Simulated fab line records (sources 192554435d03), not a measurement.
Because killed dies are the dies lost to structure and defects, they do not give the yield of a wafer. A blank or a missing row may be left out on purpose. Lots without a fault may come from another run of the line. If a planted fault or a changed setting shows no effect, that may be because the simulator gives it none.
Matching of chambers -- flow n5 finfet -- N5_BEOL_M6_STRIP_19 on rie diel-03 has 4 sister chambers
The step strips in O2. 4 wafers are shown with their chamber, then 9 later ones without.

WAFERS WITH THEIR CHAMBER
wafer,chamber,showerhead plenum p Torr (Torr)
L085.2,0,2.01
L086.1,3,2.19
L086.5,2,2.21
L086.6,1,2.14

WAFERS WHOSE CHAMBER IS MISSING
wafer,showerhead plenum p Torr (Torr)
L089.2,2.13
L089.5,2.21
L089.6,2.13
L090.1,2.01
L090.3,2.13
L090.4,2.21
L092.1,2.01
L092.4,2.21
L092.6,2.21

WHICH CHAMBER EACH WENT THROUGH
wafer,from the rows above,in truth
L089.2,1,1
L089.5,2,2
L089.6,1,1
L090.1,0,0
L090.3,1,1
L090.4,2,2
L092.1,0,0
L092.4,2,2
L092.6,2,2
Placed correctly: 9 of 9. From these rows, 0 cannot be placed. Wrongly placed: 0.
How it was worked out, from the rows above alone: a wafer's distance from a chamber is the root of the sum, over the readings, of the square of ((its reading less the chamber's mean) divided by the reading's scatter). If the next closest chamber is less than 2 further off than the closest, the wafer can't be placed; otherwise it belongs to the closest. The mean given for a chamber averages the wafers shown for that chamber. The scatter (one wafer shown for each chamber): square how far every hidden wafer sits from the nearest shown wafer, average those squares and take the square root.
